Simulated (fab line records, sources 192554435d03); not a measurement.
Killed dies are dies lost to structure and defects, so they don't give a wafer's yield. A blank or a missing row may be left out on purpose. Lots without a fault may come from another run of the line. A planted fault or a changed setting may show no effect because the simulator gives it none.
fab line records | flow n5_finfet
record lots=6 wafers=17 last_day=18
route steps=1938 shown GATE_CUT@507 MOL_CONTACT_COAG@517 PASSIVATION@1936
lots that met no fault: from a run of the same line without faults
start_h: hours from the record's first day to the start of the lot's first wafer shown | wait_h: hours since the lot's step before | " the same as in the row above | L1.1+2: a row that stands for several wafers | - no value, or no start given | * or withheld: withheld | < > ~ a bound
route shown NAME@n: a module of which the file shows steps, and the number in the route of the first | usual: mean/standard deviation of fault-free wafers | same: alike in all rows | chamber/n: place in a boat | sites: the reading at each site | _std_site: their standard deviation | _edge_site: outer sites' mean less inner sites' | radius_mm: how far each site lies from the wafer's centre | mask NAME#n: copy n | behind: the tool/chamber that last shaped the wafer | hold: why the lot was held/for how many hours/how that ended | device: the transistor (n, p or np) that didn't switch | end of line: the same wafers' tests at the end of the route | a step without rows: its recipe alone | killed: dies lost to structure and defects at the first sort, not the wafer's yield | map: a wafer's dies, x killed, . not, _ none there
set.NAME: the setting as run; set.NAME@STEP: as run at that earlier step | model.NAME: the simulator's own value behind a step, which no gauge read
lots at some steps of the route; a table a step, a row a wafer
services: from which hour (start_h, from the record's first day; less than 0 if before it) a tool's chamber was out of use, for how many hours, and why
## steps
# step N5_GATE_CUT_STRIP_21
# recipe chemistry=N2/H2 time_s=30 power_w=1000 temp_c=250 pressure_mtorr=withheld n2_flow_sccm=1750 h2_flow_sccm=3250
# usual drypump_motor_current_A=5.6/0.3 heater_power_w=355/10 n2_flow_sccm=1749/5.6 temp_c=250.02/0.16
# columns lot.wafer tool chamber start_h wait_h drypump_motor_current_A heater_power_w n2_flow_sccm rf_hours_counter_h temp_c
L216.2 plasma_asher-01 0 135.35 0.0 5.3 357 1750 89 249.94
L216.3 " 0 " " 5.3 361 1748 - 249.97
L216.5 " 1 " " 5.4 359 1754 - 250.04
L218.2 plasma_asher-02 0 145.69 0.0 5.7 336 1744 52 250.05
L218.3 " 0 " " 5.7 341 1748 - 249.86
L218.5 " 0 " " 5.7 339 1745 - 249.71
L221.1 plasma_asher-02 0 165.34 0.0 5.7 337 1746 55 250.24
L221.5 " 1 " " 6.1 359 1747 - 250.00
L222.1 plasma_asher-01 0 173.58 0.0 5.3 362 1753 96 249.76
L222.2 " 1 " " 5.5 353 1747 96 249.53
L222.6 " 1 " " 5.5 367 1758 - 249.99
L223.1 plasma_asher-01 0 176.59 0.0 5.3 361 1755 96 250.07
L223.3 " 1 " " 5.5 356 1755 - 250.22
L223.6 " 0 " " 5.3 359 1743 - 250.37
L227.1 plasma_asher-02 1 203.02 0.0 6.1 359 1744 63 250.12
L227.3 " 1 " " 6.1 360 1743 - 250.06
L227.5 " 1 " " 6.1 358 1741 - 250.25
# step N5_GATE_CUT_STRIP_29
# recipe chemistry=post_etch_residue_remover time_s=60 temp_c=25 remover_ph=withheld remover_water_wt_pct=withheld remover_fluoride_wt_pct=withheld
# step N5_GATE_CUT_SRD_52
# recipe dry=ipa_marangoni time_s=30 temp_c=23 rinse_liquid=diw
# step N5_GATE_CUT_ALD_22
# recipe material=SiNx target_thk_a=160 temp_c=400 ald_precursor_family=SiH2I2 ald_co_reactant=N2/H2-plasma pulse_time_s=1 ald_cycles=320 purge_time_s=2 co_reactant_purge_time_s=2 pressure_torr=2
# usual chamber_pressure_Torr=2.000/0.0045 heater_power_w=814/60 precursor_pulse_height_rel=0.999/0.018
# same co_reactant_purge_time_s=2
# columns lot.wafer tool chamber start_h wait_h chamber_pressure_Torr heater_power_w precursor_pulse_height_rel
L216.2 ald_sin-03 0 135.51 0.0 1.997 778 0.992
L216.3 " 1 " " 2.010 798 1.005
L216.5 " 1 " " 2.002 795 0.983
L218.2 ald_sin-03 1 146.21 0.4 1.998 795 1.000
L218.3 " 0 " " 1.994 768 0.991
L218.5 " 3 " " 1.999 743 1.004
L221.1 ald_sin-02 2 166.26 0.8 2.007 937 1.035
L221.5 " 1 " " 1.996 765 1.003
L222.1 ald_sin-02 3 174.52 0.8 1.996 730 0.975
L222.2 " 0 " " 2.008 790 0.994
L222.6 " 1 " " 1.996 786 1.010
L223.1 ald_sin-01 1 178.05 1.3 1.999 888 1.014
L223.3 " 0 " " 1.998 775 1.001
L223.6 " 3 " " 2.004 783 0.979
L227.1 ald_sin-01 2 203.17 0.0 2.002 830 0.997
L227.3 " 0 " " 2.002 771 1.002
L227.5 " 1 " " 1.997 912 0.990
# step N5_GATE_CUT_CMP_23
# recipe stop_on=SiO2 t_overpolish_s=23.4 post_cmp_clean=alkaline_brush down_force_psi=2.5 platen_rpm=51.8 pad_velocity_m_s=1.0307 target_thk_nm=16
# usual motor_current_A=8.9/0.93 overpolish_run_s=23.400/0.0097 slurry_flow_ml_min=150.1/0.46 time_to_endpoint_s=19.5/2.8
# columns lot.wafer tool chamber start_h wait_h motor_current_A overpolish_run_s slurry_flow_ml_min time_to_endpoint_s
L216.2 cmp-04 0 137.00 0.8 8.4 23.403 150.1 12.4
L216.3 " 1 " " 9.8 23.404 150.5 13.9
L216.5 " 1 " " 9.4 23.416 150.5 13.3
L218.3 cmp-04 2 147.70 0.8 7.7 23.405 149.5 23.6
L218.2 " 0 " " 8.4 23.397 149.3 19.2
L218.5 " 3 " " 9.2 23.419 150.6 18.1
L221.1 cmp-01 0 167.75 0.8 8.1 23.401 149.4 22.3
L221.5 " 1 " " 7.5 23.394 150.6 17.6
L222.1 cmp-02 2 176.05 0.8 9.0 23.400 149.7 23.9
L222.2 " 3 " " 8.1 23.399 150.4 15.3
L222.6 " 1 " " 10.0 23.409 149.7 19.9
L223.3 cmp-04 1 179.58 0.8 9.8 23.403 149.5 19.3
L223.1 " 2 " " 8.1 23.410 149.7 20.4
L223.6 " 1 " " 9.8 23.400 149.5 19.0
L227.1 cmp-02 0 204.74 0.8 10.4 23.398 150.4 18.7
L227.3 " 1 " " 9.6 23.405 150.3 17.8
L227.5 " 3 " " 8.3 23.393 150.0 17.1
# step N5_GATE_CUT_THK_MEAS_24
# recipe reads=SiO2_of_GATE_CUT_HM_DEP_46+SiO2_flowable_of_ILD0_FCVD_FILL_01
# usual GC_FILL_THK=219.3/2
# columns lot.wafer tool chamber start_h wait_h GC_FILL_THK[nm]
L216.2 film_metro-02 - 137.29 - 218.4
L216.3 " - " " 216.6
L216.5 " - " " 217.2
L218.2 film_metro-01 - 148.00 - 218.7
L218.3 " - " " 218.7
L218.5 " - " " 223.3
L221.1 film_metro-01 - 168.04 - 219.0
L221.5 " - " " 222.7
L222.1 film_metro-02 - 176.31 - 217.1
L222.2 " - " " 218.5
L222.6 " - " " 220.9
L223.1 film_metro-01 - 179.83 - 217.1
L223.3 " - " " 218.6
L223.6 " - " " 218.9
L227.1 film_metro-01 - 204.95 - 219.0
L227.3 " - " " 221.9
L227.5 " - " " 220.2
# step N5_GATE_CUT_CMP_43
# recipe material=SiO2 post_cmp_clean=rinse_only
# usual motor_current_A=12.0/1.2 slurry_flow_ml_min=150.0/0.47
# columns lot.wafer tool chamber start_h wait_h motor_current_A slurry_flow_ml_min
L216.2 cmp-01 0 137.32 0.0 11.2 150.3
L216.3 " 2 " " 13.7 150.3
L216.5 " 0 " " 10.1 149.9
L218.3 cmp-02 1 148.19 0.2 12.7 149.6
L218.2 " 2 " " 11.3 150.2
L218.5 " 0 " " 13.6 151.1
L221.1 cmp-04 2 168.31 0.3 10.3 150.0
L221.5 " 3 " " 12.5 150.5
L222.1 cmp-04 1 176.34 0.0 12.3 150.5
L222.2 " 3 " " 13.1 150.3
L222.6 " 2 " " 10.4 149.4
L223.3 cmp-02 0 179.86 0.0 13.4 149.5
L223.1 " 3 " " 11.2 150.6
L223.6 " 0 " " 13.2 150.2
L227.3 cmp-02 2 205.06 0.1 11.6 149.9
L227.1 " 3 " " 10.9 149.2
L227.5 " 1 " " 12.7 150.7
# step N5_GATE_CUT_CMP_61
# recipe stop_on=SiNx t_overpolish_s=3 post_cmp_clean=alkaline_brush down_force_psi=4 platen_rpm=27.09 pad_velocity_m_s=0.539
# step N5_GATE_CUT_INSPECT_26
# recipe inspect_instrument=darkfield mode=post_cmp
# usual raw_defect_count=41/17
# columns lot.wafer tool chamber start_h wait_h raw_defect_count
L216.2 defect_inspect-02 - 138.03 0.0 34
L216.3 " - " " 46
L216.5 " - " " 22
L218.2 defect_inspect-01 - 148.74 0.0 28
L218.3 " - " " 27
L218.5 " - " " 25
L221.1 defect_inspect-02 - 168.78 0.0 23
L221.5 " - " " 39
L222.1 defect_inspect-02 - 177.05 0.0 53
L222.2 " - " " 57
L222.6 " - " " 32
L223.1 defect_inspect-01 - 180.63 0.0 22
L223.3 " - " " 66
L223.6 " - " " 38
L227.1 defect_inspect-02 - 205.70 0.0 43
L227.3 " - " " 29
L227.5 " - " " 44
# step N5_MOL_CONTACT_COAG_COAT_103
# recipe resist=SOC temp_c=250 time_s=60 spin_rpm=1500 resist_thk_nm=80
# step N5_MOL_CONTACT_COAG_COAT_104
# recipe resist=SiARC temp_c=220 time_s=60 spin_rpm=1500 resist_thk_nm=12
# step N5_MOL_CONTACT_COAG_COAT_58
# recipe resist=underlayer temp_c=205 time_s=60 spin_rpm=1500 resist_thk_nm=10
# usual spin_speed_rpm=1500.1/1
# columns lot.wafer tool chamber start_h wait_h spin_speed_rpm model.underlayer_of_MOL_CONTACT_COAG_COAT_58.thk_nm
L216.2 litho_track-04 0 138.07 - 1499.3 10
L216.3 " 0 " " 1502.4 10
L216.5 " 0 " " 1499.2 10
L218.2 litho_track-02 0 148.77 - 1501.1 10
L218.3 " 0 " " 1499.9 10
L218.5 " 0 " " 1500.9 10
L221.1 litho_track-04 0 168.82 - 1500.8 10
L221.5 " 0 " " 1499.5 10
L222.1 litho_track-02 0 177.08 - 1678.1 9.4
L222.2 " 0 " " 1677.4 9.4
L222.6 " 0 " " 1677.5 9.4
L223.1 litho_track-02 0 180.66 - 1678.9 9.6
L223.3 " 0 " " 1677.4 9.6
L223.6 " 0 " " 1677.7 9.6
L227.1 litho_track-01 0 205.73 - 1500.9 10
L227.3 " 0 " " 1500.6 10
L227.5 " 0 " " 1499.8 10
# step N5_MOL_CONTACT_COAG_COAT_02
# recipe resist=CAR-EUV spin_rpm=1500 resist_thk_nm=30
# step N5_MOL_CONTACT_COAG_EBR_04
# recipe solvent=PGMEA ebr_width_mm=1.5
# step N5_MOL_CONTACT_COAG_SOFTBAKE_03
# recipe temp_c=110 time_s=60 resist=CAR-EUV
# step N5_MOL_CONTACT_COAG_EXPOSE_05
# recipe mask_id=CA na=0.33 source_shape=annular sigma_inner=0.4 sigma_outer=0.8 polarization=unpolarized defocus_nm=0 dose_mj=38.25
# step N5_MOL_CONTACT_COAG_PEB_06
# recipe peb_temp_c=100 peb_time_s=60 resist=CAR-EUV
# step N5_MOL_CONTACT_COAG_DEVELOP_07
# recipe develop_time_s=30 developer=TMAH resist=CAR-EUV rinse_liquid=surfactant_rinse dry=air_spin dev_temp_c=23
# step N5_MOL_CONTACT_COAG_CD_MEAS_08
# recipe target_cd_nm=28 landing_energy_ev=500 detector=se_inlens polarity=opening
# usual cd_nm=28.12/0.21
# columns lot.wafer tool chamber start_h wait_h cd_nm
L216.2 cd_sem-02 0 138.33 - 28.37
L216.3 " 0 " " 28.16
L216.5 " 0 " " 28.08
L218.2 cd_sem-02 0 149.04 - 27.83
L218.3 " 0 " " 28.22
L218.5 " 0 " " 27.90
L221.1 cd_sem-01 0 169.28 - 27.88
L221.5 " 0 " " 28.24
L222.1 cd_sem-01 0 177.47 - 28.33
L222.2 " 0 " " 28.41
L222.6 " 0 " " 28.36
L223.1 cd_sem-03 0 180.92 - 28.37
L223.3 " 0 " " 28.23
L223.6 " 0 " " 28.07
L227.1 cd_sem-01 0 206.12 - 28.32
L227.3 " 0 " " 27.86
L227.5 " 0 " " 27.94
# step N5_MOL_CONTACT_COAG_OVL_MEAS_09
# recipe points_per_wafer=522
# usual CA_OVL=0.3/0.63
# columns lot.wafer tool chamber start_h wait_h CA_OVL[nm]
L216.2 overlay-01 0 138.36 0.0 0.2
L216.3 " 0 " " 0.2
L216.5 " 0 " " -0.4
L218.2 overlay-02 0 149.07 0.0 0.2
L218.3 " 0 " " 0.6
L218.5 " 0 " " 0.7
L221.1 overlay-01 0 169.31 0.0 0.0
L221.5 " 0 " " 1.3
L222.1 overlay-02 0 177.50 0.0 -1.3
L222.2 " 0 " " 0.1
L222.6 " 0 " " -0.1
L223.1 overlay-01 0 180.95 0.0 0.1
L223.3 " 0 " " -0.3
L223.6 " 0 " " -0.3
L227.1 overlay-02 0 206.15 0.0 0.1
L227.3 " 0 " " 0.5
L227.5 " 0 " " 0.1
# step N5_MOL_CONTACT_COAG_INSPECT_10
# recipe mode=adi inspect_instrument=brightfield
# usual raw_defect_count=73/27
# columns lot.wafer tool chamber start_h wait_h raw_defect_count
L216.2 defect_inspect-02 - 138.42 0.0 79
L216.3 " - " " 60
L216.5 " - " " 34
L218.2 defect_inspect-01 - 149.13 0.1 41
L218.3 " - " " 43
L218.5 " - " " 49
L221.1 defect_inspect-01 - 169.37 0.1 40
L221.5 " - " " 72
L222.1 defect_inspect-01 - 177.56 0.1 82
L222.2 " - " " 96
L222.6 " - " " 77
L223.1 defect_inspect-01 - 181.01 0.1 37
L223.3 " - " " 100
L223.6 " - " " 74
L227.1 defect_inspect-01 - 206.21 0.1 86
L227.3 " - " " 46
L227.5 " - " " 82
# step N5_MOL_CONTACT_COAG_DESCUM_13
# recipe chemistry=O2 time_s=7 source_power_w=50 bias_power_w=20 pressure_mtorr=20 rf_frequency_hz=2.712e+07 temp_c=40 resist=CAR-EUV o2_flow_sccm=225
# step N5_MOL_CONTACT_COAG_ETCH_59
# recipe chemistry=N2/H2 target=underlayer target_depth_a=130 mask_material=CAR-EUV time_s=10.4 ion_energy_ev=200 pressure_mtorr=30 source_w=840 bias_w=150 n2_flow_sccm=200 h2_flow_sccm=200 ends=cleared
# usual bias_w=150.0/0.4 drypump_motor_current_A=5.4/0.43 etch_rf_on_time_s=10.5/0.51 n2_flow_sccm=200.0/0.67 oes_product_au=0.69/0.056 rf_vpp_V=525.2/2.4 showerhead_plenum_p_Torr=2.60/0.081 throttle_valve_pct=17.88/0.29
# columns lot.wafer tool chamber start_h wait_h bias_w drypump_motor_current_A etch_rf_on_time_s n2_flow_sccm oes_product_au rf_hours_counter_h rf_vpp_V showerhead_plenum_p_Torr throttle_valve_pct model.CAR-EUV_of_MOL_CONTACT_COAG_COAT_02.thk_nm model.etch.depth_nm
L216.2 rie_diel-02 3 138.49 0.0 149.7 5.2 9.7 199.6 0.68 121 524.3 2.57 17.97 14.6 9.922
L216.3 " 0 " " 150.2 4.9 10.3 198.6 0.66 143 523.9 2.56 17.91 14.8 9.957
L216.5 " 1 " " 149.5 5.0 11.2 200.3 0.66 - 528.6 2.70 17.88 14.6 9.943
L218.2 rie_diel-02 3 149.20 0.0 149.7 5.2 9.7 199.3 0.68 126 525.0 2.57 18.00 14.6 10.02
L218.3 " 0 " " 149.5 4.9 10.2 199.7 0.66 148 525.0 2.56 17.92 14.8 10.03
L218.5 " 3 " " 149.4 5.2 9.9 200.0 0.67 - 523.2 2.57 17.99 14.6 10.04
L221.1 rie_diel-01 0 169.47 0.0 149.9 6.0 10.4 200.5 0.60 242 520.4 2.41 18.23 14.8 9.95
L221.5 " 1 " " 150.0 5.7 10.5 199.9 0.76 - 527.8 2.72 18.14 14.8 9.983
L222.1 rie_diel-01 1 177.65 0.0 150.0 5.7 10.0 199.9 0.75 26 528.4 2.72 18.16 15.4 9.477
L222.2 " 0 " " 149.2 6.0 9.7 200.4 0.60 244 519.5 2.41 18.24 15.6 9.432
L222.6 " 2 " " 149.0 5.2 10.4 200.0 0.67 - 525.5 2.58 17.56 15.4 9.417
L223.1 rie_diel-01 1 181.46 0.0 150.3 5.7 10.1 201.2 0.74 28 528.3 2.72 18.15 15.4 9.503
L223.3 " 3 " " 148.2 5.7 10.2 200.0 0.65 118 524.8 2.55 18.21 15.2 9.509
L223.6 " 2 " " 150.2 5.2 10.7 200.1 0.67 - 525.7 2.58 17.58 15.2 9.508
L227.1 rie_diel-01 2 206.28 0.0 149.3 5.2 11.2 199.9 0.66 96 524.9 2.58 17.58 14.8 10.04
L227.3 " 1 " " 150.9 5.7 10.6 201.3 0.73 38 528.2 2.71 18.19 14.8 10.05
L227.5 " 1 " " 150.0 5.7 10.6 201.4 0.73 - 528.0 2.71 18.18 14.8 10.04
# step N5_MOL_CONTACT_COAG_ETCH_105
# recipe chemistry=CF4 target=SiARC target_depth_a=156 mask_material=CAR-EUV time_s=26 ion_energy_ev=80 pressure_mtorr=40 source_w=545 bias_w=36 Ar_flow_sccm=100 cf4_flow_sccm=100 ends=cleared
# usual bias_w=35.98/0.12 drypump_motor_current_A=5.4/0.43 etch_rf_on_time_s=26.3/1.2 oes_product_au=0.69/0.056 rf_vpp_V=184.6/1.1 showerhead_plenum_p_Torr=2.18/0.068 throttle_valve_pct=15.57/0.22
# columns lot.wafer tool chamber start_h wait_h bias_w drypump_motor_current_A etch_rf_on_time_s oes_product_au rf_hours_counter_h rf_vpp_V showerhead_plenum_p_Torr throttle_valve_pct model.CAR-EUV_of_MOL_CONTACT_COAG_COAT_02.thk_nm
L216.2 rie_diel-02 3 138.50 0.0 36.12 5.2 24.1 0.69 121 184.1 2.16 15.70 5.4
L216.3 " 0 " " 35.81 4.8 25.8 0.67 143 184.5 2.14 15.50 5.6
L216.5 " 1 " " 36.03 5.0 28.2 0.67 - 184.9 2.26 15.52 5.4
L218.2 rie_diel-02 3 149.22 0.0 36.02 5.2 24.7 0.67 126 184.4 2.16 15.71 5.4
L218.3 " 0 " " 36.00 4.9 26.1 0.66 148 184.4 2.14 15.50 5.6
L218.5 " 3 " " 35.94 5.2 24.7 0.67 - 183.4 2.16 15.71 5.4
L221.1 rie_diel-01 0 169.49 0.0 35.94 6.0 26.4 0.59 242 182.1 2.00 15.81 5.6
L221.5 " 1 " " 35.90 5.7 26.9 0.74 - 186.6 2.27 15.76 5.6
L222.1 rie_diel-01 1 177.67 0.0 36.03 5.7 26.4 0.75 26 184.8 2.27 15.75 6.2
L222.2 " 0 " " 36.08 6.0 26.4 0.58 244 182.5 2.00 15.82 6.4
L222.6 " 2 " " 36.14 5.2 27.9 0.66 - 184.7 2.16 15.24 6.4
L223.1 rie_diel-01 1 181.48 0.0 36.09 5.7 26.7 0.74 28 185.6 2.27 15.77 6.2
L223.3 " 3 " " 35.88 5.7 26.7 0.65 118 183.8 2.17 15.97 6
L223.6 " 2 " " 35.96 5.2 28.0 0.66 - 183.0 2.16 15.23 6
L227.1 rie_diel-01 2 206.30 0.0 36.02 5.2 27.8 0.66 96 185.5 2.15 15.24 5.6
L227.3 " 1 " " 35.95 5.7 26.6 0.72 38 185.7 2.27 15.77 5.6
L227.5 " 1 " " 35.84 5.7 26.6 0.73 - 186.1 2.27 15.77 5.6
# step N5_MOL_CONTACT_COAG_ETCH_106
# recipe chemistry=N2/H2 target=SOC target_depth_a=800 overetch_a=160 mask_material=SiARC temp_c=40 time_s=120 ion_energy_ev=200 pressure_mtorr=30 source_w=840 bias_w=150 n2_flow_sccm=200 h2_flow_sccm=200
# usual bias_w=149.9/0.42 drypump_motor_current_A=5.4/0.44 n2_flow_sccm=200.0/0.6 oes_product_au=0.73/0.052 rf_vpp_V=525.2/2.4 showerhead_plenum_p_Torr=2.60/0.081 temp_c=40.00/0.11 throttle_valve_pct=17.86/0.29
# columns lot.wafer tool chamber start_h wait_h bias_w drypump_motor_current_A n2_flow_sccm oes_product_au rf_hours_counter_h rf_vpp_V showerhead_plenum_p_Torr temp_c throttle_valve_pct
L216.2 rie_diel-02 3 138.53 0.0 149.6 5.2 199.3 0.69 121 524.7 2.57 39.74 17.96
L216.3 " 0 " " 149.9 4.9 200.9 0.69 143 523.6 2.56 39.92 17.89
L216.5 " 1 " " 150.1 5.0 200.0 0.73 - 527.0 2.70 40.04 17.87
L218.2 rie_diel-02 3 149.25 0.0 149.9 5.2 199.8 0.68 126 523.8 2.57 40.09 17.98
L218.3 " 0 " " 150.4 4.9 200.2 0.69 148 523.5 2.56 39.97 17.89
L218.5 " 3 " " 149.1 5.2 199.5 0.68 - 524.8 2.57 40.06 17.94
L221.1 rie_diel-01 0 169.52 0.0 149.5 6.1 201.1 0.62 242 518.9 2.41 39.98 18.22
L221.5 " 1 " " 150.0 5.7 199.7 0.79 - 529.0 2.72 40.01 18.14
L222.1 rie_diel-01 1 177.70 0.0 149.3 5.7 199.7 0.80 26 527.5 2.72 39.97 18.14
L222.2 " 0 " " 150.3 6.1 198.8 0.62 244 519.3 2.41 40.06 18.22
L222.6 " 2 " " 149.6 5.1 199.3 0.72 - 522.8 2.58 39.87 17.53
L223.1 rie_diel-01 1 181.50 0.0 150.9 5.7 200.2 0.79 28 529.1 2.72 39.96 18.14
L223.3 " 3 " " 149.9 5.7 198.9 0.69 118 524.5 2.55 39.95 18.18
L223.6 " 2 " " 149.6 5.2 199.8 0.72 - 524.3 2.58 39.97 17.54
L227.1 rie_diel-01 2 206.32 0.0 149.8 5.2 199.4 0.71 96 524.3 2.58 40.19 17.56
L227.3 " 1 " " 149.3 5.7 200.6 0.77 38 528.1 2.71 39.89 18.14
L227.5 " 1 " " 149.3 5.7 200.6 0.77 - 528.0 2.71 40.06 18.15
# step N5_PASSIVATION_PROBE_49
# usual killed_at_M0_to_M3=34/10 killed_at_M4_up=13/5.4 killed_at_contacts=13/6 killed_at_front_end=42/13 killed_at_other=4/3.2 killed_dies=107/18 killed_open=69/14 killed_short=35/7.7
# same gross_dies=1180 killed_at_back_side=0
# columns lot.wafer tool chamber start_h wait_h killed_at_M0_to_M3 killed_at_M4_up killed_at_contacts killed_at_front_end killed_at_other killed_dies killed_open killed_short
L218.2 prober-01 - 342.62 0.1 30 11 22 41 7 111 66 37
L218.3 prober-01 - 342.67 0.1 21 9 4 58 3 95 53 42
L218.5 prober-01 - 342.77 0.2 36 7 17 41 4 105 65 38
# killed by level:class
L218.2 MOL_CONTACT_COAG:geometric_particle:open=16 BEOL_M2:geometric_particle:open=8 STI_FIN_REVEAL:geometric_particle:open=7 BEOL_M0_SAQP:geometric_particle:open=7 FIN_SAQP:geometric_particle:short=6 MOL_CONTACT_COAG:geometric_particle:short=6 STARTING-WAFER:geometric_particle:open=6 FIN_SAQP:geometric_particle:open=5
L218.3 FIN_SAQP:geometric_particle:short=14 FIN_SAQP:geometric_particle:open=13 STI_FIN_REVEAL:geometric_particle:open=7 BEOL_M0_SAQP:geometric_particle:short=6 GATE_CUT:geometric_particle:short=5 BEOL_M3:geometric_particle:open=4 STI_FIN_REVEAL:geometric_particle:short=4 DUMMY_GATE:geometric_particle:open=4
L218.5 BEOL_M2:geometric_particle:open=13 MOL_CONTACT_COAG:geometric_particle:open=11 STI_FIN_REVEAL:geometric_particle:open=9 BEOL_M0_SAQP:geometric_particle:short=9 FIN_SAQP:geometric_particle:short=7 BEOL_M0_SAQP:geometric_particle:open=7 FIN_SAQP:geometric_particle:open=6 MOL_CONTACT_COAG:geometric_particle:short=6
## services
# columns tool chamber start_h hours kind
cmp-01 - 112.97 4.0 pm
cmp-01 - 116.97 6.3 pm
ald_sin-02 3 117.54 10.8 repair
ald_sin-03 - 122.29 0.3 repair
rie_diel-02 2 136.70 8.8 repair
ald_sin-03 1 139.92 3.4 repair
ald_sin-02 1 144.57 6.7 repair
cmp-04 - 146.17 0.8 repair
cmp-01 - 147.64 1.0 repair
rie_diel-02 - 154.74 14.6 pm
ald_sin-01 - 163.46 6.0 pm
rie_diel-02 1 170.92 3.2 repair
cmp-02 - 173.98 0.5 repair
ald_sin-03 2 185.94 4.3 repair
ald_sin-01 2 186.19 5.7 repair
cmp-02 - 191.17 9.8 repair
rie_diel-01 0 194.65 - clean
rie_diel-01 0 194.65 - consumable_replace:focus_ring
rie_diel-01 0 194.65 - consumable_replace:showerhead
rie_diel-01 0 194.65 18.3 scheduled_down
rie_diel-01 0 194.65 18.3 vent_cycle
cmp-01 - 195.35 3.5 repair
cmp-04 - 199.06 17.2 pm
rie_diel-02 - 201.05 2.8 pm
## key
first_sign step=N5_MOL_CONTACT_COAG_COAT_58 reading=spin_speed_rpm direction=up sigmas=99+ usual=* struck=*
effect none on later readings
model_effect step=N5_MOL_CONTACT_COAG_COAT_58 value=underlayer_of_MOL_CONTACT_COAG_COAT_58.thk_nm without=10 struck=9.5
model_effect step=N5_MOL_CONTACT_COAG_ETCH_59 value=CAR-EUV_of_MOL_CONTACT_COAG_COAT_02.thk_nm without=14.73 struck=15.37
model_effect step=N5_MOL_CONTACT_COAG_ETCH_105 value=CAR-EUV_of_MOL_CONTACT_COAG_COAT_02.thk_nm without=5.533 struck=6.2
met_at N5_MOL_CONTACT_COAG_COAT_58
struck_wafers L222.1,L222.2,L222.6,L223.1,L223.3,L223.6
tester_left_out L222,L223
baseline_loss step=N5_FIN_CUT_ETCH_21 wafers=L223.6
onset_between 148.77 177.08
fault kind=process_parameter_drift tool=litho_track-02 chamber=- onset_h=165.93 steps=N5_MOL_CONTACT_COAG_COAT_58 channel=spin_rpm offset=* shape=step end_h=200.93 acts_in=* stated=*
# tester_left_out: of these lots the tester's yield and bins aren't shown, on N5 and GAA mostly nor the transistor test; their killed dies are dies lost to structure and defects alone, not to doping, threshold or leakage, so they don't give the yield
# baseline_loss: these wafers lose ten dies or more at that step, a loss of the line's own and not of a fault; the sort's usual values leave them out
